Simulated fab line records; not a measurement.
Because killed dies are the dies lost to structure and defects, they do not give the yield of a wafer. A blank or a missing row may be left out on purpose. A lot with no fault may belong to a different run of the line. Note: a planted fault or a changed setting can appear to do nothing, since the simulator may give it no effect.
Chamber matching    flow n5-finfet    N5_BEOL_M4_PECVD_72 on pecvd-04: 3 sister chambers
The step deposits SiO2 from TEOS/O2, target thk 16 nm, time 18 s. 3 wafers are shown with their chamber, then 11 later ones without.

EACH WAFER AND ITS CHAMBER
wafer   chamber  throttle-valve-pct (%)
L086.4  1        23.3
L088.5  2        21.2
L089.2  0        22.2

WAFERS MISSING THEIR CHAMBER
wafer   throttle-valve-pct (%)
L089.5  22.4
L089.6  23.4
L092.2  23.5
L092.4  22.2
L092.5  21.1
L097.1  21.4
L097.2  22.0
L097.3  23.4
L097.4  21.1
L097.5  23.4
L097.6  22.2

EACH ONE'S CHAMBER
wafer   from the rows above  in truth
L089.5  0                    0
L089.6  1                    1
L092.2  1                    1
L092.4  0                    0
L092.5  2                    2
L097.1  2                    2
L097.2  0                    0
L097.3  1                    1
L097.4  2                    2
L097.5  1                    1
L097.6  0                    0
Correctly placed: 11 of 11. From these rows, 0 cannot be placed. 0 placed wrongly.
How it was worked out, from the rows above alone: a wafer's distance from a chamber is the root of the sum, over the readings, of the square of ((its reading less the chamber's mean) divided by the reading's scatter). If the next closest chamber is less than 2 further off than the closest, the wafer can't be placed; otherwise it belongs to the closest. Each chamber's mean is taken over the wafers shown for it. The scatter (one wafer shown for each chamber): square how far every hidden wafer sits from the nearest shown wafer, average those squares and take the square root.
